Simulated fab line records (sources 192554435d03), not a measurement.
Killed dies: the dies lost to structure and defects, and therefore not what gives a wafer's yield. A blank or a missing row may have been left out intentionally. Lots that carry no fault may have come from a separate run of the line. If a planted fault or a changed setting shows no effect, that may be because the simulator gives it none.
Which of the tools did it? + flow n5Finfet + 36 wafers sampled from 12 lots at 1 step of a route of 1938

## WHAT THE GAUGES READ, wafer by wafer
N5_BEOL_M11_THK_MEAS_53: measures by xrf.
| lot  | measured     | on           | M11_THK (nm)      |
|------|--------------|--------------|-------------------|
| L076 | day 10 18:58 | filmMetro-02 | 139.4 135.3 137.2 |
| L077 | day 11 11:09 | filmMetro-01 | 140.3 139.2 144.3 |
| L078 | day 11 19:31 | filmMetro-02 | 140.3 139.0 145.7 |
| L081 | day 12 19:50 | filmMetro-01 | 138.9 142.0 142.4 |
| L083 | day 13 13:44 | filmMetro-02 | 140.1 141.5 143.8 |
| L087 | day 14 14:20 | filmMetro-02 | 134.8 139.1 136.5 |
| L085 | day 14 16:28 | filmMetro-01 | 137.8 140.5 137.9 |
| L089 | day 14 20:45 | filmMetro-01 | 137.1 137.0 141.6 |
| L091 | day 15 08:47 | filmMetro-01 | 137.8 136.5 135.7 |
| L094 | day 15 18:19 | filmMetro-02 | 141.6 142.8 143.3 |
| L095 | day 16 05:33 | filmMetro-02 | 137.9 140.6 141.1 |
| L097 | day 17 16:00 | filmMetro-02 | 143.4 144.0 137.3 |

## TOOL THAT RAN EACH LOT (tool first, then ch and the chambers of the sampled wafers, then the start)
Before these readings, the record contains no process step.

## THE ANSWER, worked out from the rows above alone
Rule: the lots themselves supply what counts as usual. Put in order of their means at a reading, lots are off if they are a third of the lots or fewer, leave a main group of 4 or more, and stand apart from it by a gap of 3 or more times the standard deviation of the main group's means; of several such gaps the widest counts. Not used: any main group whose means are identical at the precision the tables above print for the reading. A lot without any number at a reading at which 4 lots or more have one is off too. The other lots that the step has rows for count as sound.
Across all readings shown, no lot is off: no conclusion can be drawn from this.

## WHAT HAD BEEN PUT IN BY THE SIMULATOR
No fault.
